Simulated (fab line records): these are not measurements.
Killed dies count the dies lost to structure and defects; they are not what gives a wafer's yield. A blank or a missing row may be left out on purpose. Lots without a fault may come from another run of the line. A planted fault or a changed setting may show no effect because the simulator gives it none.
Split-lot experiment :: flow n5 finfet :: 21 wafers read from 7 lots, route of 1938 steps

THE SPLIT ITSELF
At N5_BEOL_M0_ETCH_138 (etches SiCN in CH3F/O2, target depth 12 nm, time 31.6 s), the setting source w was moved away from the recipe's 395 W on 7 of the 21 wafers read, by -9.5% to +11.2%. For the rest of the wafers, this setting stayed at what the recipe calls for.

The split's own step is where the reading is taken.

THE READING
rf vpp V, in V, at N5_BEOL_M0_ETCH_138 (etches SiCN in CH3F/O2, target depth 12 nm, time 31.6 s). Fault-free wafers of this fab line usually give 297.7 V, standard deviation 1.5 V.

wafer: L074.1
tool, chamber at the split: rie diel-01, 3
source w as run, W: 373.8
against the recipe: -5.4%
rf vpp V, V: 302.7
against lot-mates on the recipe: +3.0

wafer: L074.3
tool, chamber at the split: rie diel-01, 0
source w as run, W: 395
against the recipe: recipe
rf vpp V, V: 299.7
against lot-mates on the recipe: -

wafer: L074.5
tool, chamber at the split: rie diel-01, 0
source w as run, W: 373.8
against the recipe: -5.4%
rf vpp V, V: 305.4
against lot-mates on the recipe: +5.7

wafer: L076.1
tool, chamber at the split: rie diel-01, 2
source w as run, W: 373.4
against the recipe: -5.5%
rf vpp V, V: 302.3
against lot-mates on the recipe: +6.1

wafer: L076.4
tool, chamber at the split: rie diel-01, 1
source w as run, W: 373.4
against the recipe: -5.5%
rf vpp V, V: 302.3
against lot-mates on the recipe: +6.1

wafer: L076.6
tool, chamber at the split: rie diel-01, 3
source w as run, W: 395
against the recipe: recipe
rf vpp V, V: 296.2
against lot-mates on the recipe: -

wafer: L077.1
tool, chamber at the split: rie diel-06, 1
source w as run, W: 395
against the recipe: recipe
rf vpp V, V: 300.9
against lot-mates on the recipe: -

wafer: L077.2
tool, chamber at the split: rie diel-06, 0
source w as run, W: 395
against the recipe: recipe
rf vpp V, V: 299.1
against lot-mates on the recipe: -

wafer: L077.4
tool, chamber at the split: rie diel-06, 2
source w as run, W: 357.6
against the recipe: -9.5%
rf vpp V, V: 307.9
against lot-mates on the recipe: +7.9

wafer: L079.1
tool, chamber at the split: rie diel-01, 1
source w as run, W: 395
against the recipe: recipe
rf vpp V, V: 295.5
against lot-mates on the recipe: -

wafer: L079.2
tool, chamber at the split: rie diel-01, 2
source w as run, W: 395
against the recipe: recipe
rf vpp V, V: 296.5
against lot-mates on the recipe: -

wafer: L079.6
tool, chamber at the split: rie diel-01, 0
source w as run, W: 395
against the recipe: recipe
rf vpp V, V: 298.9
against lot-mates on the recipe: -

wafer: L083.1
tool, chamber at the split: rie diel-06, 1
source w as run, W: 395
against the recipe: recipe
rf vpp V, V: 299.9
against lot-mates on the recipe: -

wafer: L083.2
tool, chamber at the split: rie diel-06, 3
source w as run, W: 395
against the recipe: recipe
rf vpp V, V: 297.5
against lot-mates on the recipe: -

wafer: L083.5
tool, chamber at the split: rie diel-06, 1
source w as run, W: 395
against the recipe: recipe
rf vpp V, V: 299.5
against lot-mates on the recipe: -

wafer: L086.2
tool, chamber at the split: rie diel-06, 3
source w as run, W: 395
against the recipe: recipe
rf vpp V, V: 296.1
against lot-mates on the recipe: -

wafer: L086.3
tool, chamber at the split: rie diel-06, 0
source w as run, W: 395
against the recipe: recipe
rf vpp V, V: 298.5
against lot-mates on the recipe: -

wafer: L086.6
tool, chamber at the split: rie diel-06, 0
source w as run, W: 395
against the recipe: recipe
rf vpp V, V: 299.3
against lot-mates on the recipe: -

wafer: L087.1
tool, chamber at the split: rie diel-06, 1
source w as run, W: 395
against the recipe: recipe
rf vpp V, V: 299.6
against lot-mates on the recipe: -

wafer: L087.3
tool, chamber at the split: rie diel-06, 2
source w as run, W: 439.1
against the recipe: +11.2%
rf vpp V, V: 287.7
against lot-mates on the recipe: -11.9

wafer: L087.6
tool, chamber at the split: rie diel-06, 2
source w as run, W: 439.1
against the recipe: +11.2%
rf vpp V, V: 287.0
against lot-mates on the recipe: -12.6

FIT RESULTS
A straight line over all 21 wafers: rf vpp V changes by -0.966 V for each +1% of source w; r = -0.95; the points scatter about the line by 1.5 V.
The same after taking each lot's own level away (the mean of its wafers on the recipe; 21 wafers): -1.02 V for each +1%; r = -0.97; scatter 1.2 V.
According to that fit, moving source w by its largest amount changes the reading by 11 V.
The span of the lots' own levels, 296.20 to 300.00 V, comes to 2.5 times the standard deviation stated above.
So the lot-to-lot level changes the slope little: the two slopes agree.
Check: -11.4 V against its lot-mates is what the line predicts for one of the wafers moved furthest among these (+11.2%) when that wafer is left out of the fit. Against them it came out at -11.9 V.
Tool readings at the split's step, against how far the setting was moved: rf vpp V r = -0.95.

OTHER SPLITS APPLIED TO THESE WAFERS
Other splits were also applied to these wafers ahead of the reading. Each is held against what the fit with the lots' levels taken away leaves over:
other split on the same wafers: N5_MOL_CONTACT_COAG_COAT_64 spin rpm
wafers away from the commonest value: 3
r with rf vpp V (lot level and that fit taken away): -0.02

other split on the same wafers: N5_MOL_CONTACT_COAG_COAT_34 spin rpm
wafers away from the commonest value: 11
r with rf vpp V (lot level and that fit taken away): -0.12

other split on the same wafers: N5_BEOL_M0_SAQP_PECVD_96 time s
wafers away from the commonest value: 3
r with rf vpp V (lot level and that fit taken away): -0.03

other split on the same wafers: N5_BEOL_M0_SAQP_DEVELOP_13 develop time s
wafers away from the commonest value: 8
r with rf vpp V (lot level and that fit taken away): -0.32

other split on the same wafers: N5_BEOL_M0_CUTY_EXPOSE_54 dose mj
wafers away from the commonest value: 9
r with rf vpp V (lot level and that fit taken away): -0.31

FILE'S OWN FIT
rf vpp V changes by -0.982 V for each +1% of source w, r = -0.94.
